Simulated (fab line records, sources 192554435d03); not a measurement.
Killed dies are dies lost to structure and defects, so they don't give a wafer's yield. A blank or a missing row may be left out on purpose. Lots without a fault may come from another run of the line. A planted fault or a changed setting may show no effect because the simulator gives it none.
A struck lot beside a sound one | flow n5_finfet | 15 steps out of a route of 1938
Sound: wafers L808.2, L808.3, L808.5. Struck: wafers L814.3, L814.5, L814.6. The cause comes at the end.
At each step with rows: each side's tool, then ch and its chambers, then its first start. Under that, the readings that differ: sound wafers | struck wafers | difference of the means | sigmas: that difference in standard deviations of wafers without a fault.
alike: readings whose means differ by less than 2 such deviations, and words and numbers that are the same on both sides. not compared: withheld readings, readings that some wafer has no value for, bounds like >300 that may hide the same value, and numbers for which the record gives no deviation and whose values overlap.
The two part at a step that has a row with sigmas, a row that says differs or no value, or rows on one side only. Numbers that don't overlap but have no deviation are shown without sigmas and don't part them. A reading that every wafer of one side lacks parts them only if that side has two wafers or more.

N5_HKMG_FIN_STRIP_60: strips in N2/H2, time 360 s.
  sound on plasma_asher-01 ch 0,1, day 4 19:26; struck on plasma_asher-01 ch 0,1, day 6 12:00
  reading             | sound          | struck         | difference | sigmas
  h2_flow_sccm (sccm) | 3267 3259 3267 | 3250 3220 3264 | -20        | -2
  alike: drypump_motor_current_A, heater_power_w
  not compared: rf_hours_counter_h
then, 2 steps without rows for these wafers: N5_HKMG_FIN_WET_ETCH_77 (etches La2O3 in dHCl, stops on HfO2, target depth 2 nm); N5_HKMG_FIN_WET_ETCH_78 (etches Al2O3 in dNH4OH, stops on La2O3, target depth 4.5 nm, rinse time 30 s).
N5_HKMG_FIN_ALD_79: deposits TiN, target thk 1.5 nm, pulse time 1 s, purge time 3 s.
  sound on ald_metal-03 ch 0,2, day 4 19:59; struck on ald_metal-04 ch 2,3, day 6 12:22
  alike: co_reactant_pulse_time_s, heater_power_w, precursor_pulse_height_rel
N5_HKMG_FIN_CVD_62: deposits a-Si from Si2H6, target thk 3 nm, time 20.8 s.
  sound on thermal_cvd_si-01 ch 0,1, day 4 20:21; struck on thermal_cvd_si-01 ch 0,1,2, day 6 12:44
  alike: heater_power_w
then, 5 steps without rows for these wafers: N5_HKMG_FIN_RTA_80 (time 2 s); N5_HKMG_FIN_PRECLEAN_64 (cleans in dHF, time 30 s); N5_HKMG_FIN_WET_ETCH_65 (etches a-Si in TMAH, stops on TiN, time 49 s, target depth 3 nm); N5_HKMG_FIN_WET_ETCH_81 (etches TiN in SC1, stops on HfO2, time 57 s, target depth 6 nm); N5_HKMG_FIN_WET_ETCH_82 (etches La2O3 in dHCl, stops on HfO2, target depth 2 nm, rinse time 30 s).
N5_HKMG_FIN_ALD_36: deposits TiN, target thk 1 nm, pulse time 1 s, purge time 3 s.
  sound on ald_metal-01 ch 0,2, day 4 20:45; struck on ald_metal-01 ch 0,1, day 6 13:08
  alike: co_reactant_pulse_time_s, heater_power_w, precursor_pulse_height_rel
N5_HKMG_FIN_THK_MEAS_70: measures by xrf.
  sound on film_metro-02, day 4 21:02; struck on film_metro-02, day 6 13:25
  alike: HK_THK
N5_HKMG_FIN_PWFM_ALD_03: deposits TiN, target thk 2 nm, pulse time 1 s, purge time 3 s.
  sound on ald_metal-04 ch 0,1,3, day 4 21:04; struck on ald_metal-03 ch 2,3, day 6 13:27
  reading                      | sound | struck               | difference | sigmas
  co_reactant_pulse_time_s (s) | 2 2 2 | 2.2187 2.2187 2.2187 | +0.2187    |
  alike: heater_power_w, precursor_pulse_height_rel
then, 1 step without rows for these wafers: N5_HKMG_FIN_COAT_29 (time 60 s, resist thk 300 nm).
-- the record jumps here: 4 days lie between the struck wafers' starts before and after (it left off in module HKMG_FIN and takes up again in module BEOL_M4, whose first step shown is number 1111 of the route) --
N5_BEOL_M4_RC_MEAS_101:
  sound on prober-02 ch 0, day 8 07:23; struck on prober-01 ch 0, day 10 17:47
  alike: DIBL_N, DIBL_P, IOFF_N, IOFF_P, ION_N, ION_P, SS_N, SS_P, VT_N, VT_P

WHERE THEY PART
Only at N5_HKMG_FIN_STRIP_60, within this record. Later steps at which nothing parts them and some readings are alike: N5_HKMG_FIN_ALD_79, N5_HKMG_FIN_CVD_62, N5_HKMG_FIN_ALD_36, N5_HKMG_FIN_THK_MEAS_70, N5_HKMG_FIN_PWFM_ALD_03, N5_BEOL_M4_RC_MEAS_101.

WHY: what the simulator had put in
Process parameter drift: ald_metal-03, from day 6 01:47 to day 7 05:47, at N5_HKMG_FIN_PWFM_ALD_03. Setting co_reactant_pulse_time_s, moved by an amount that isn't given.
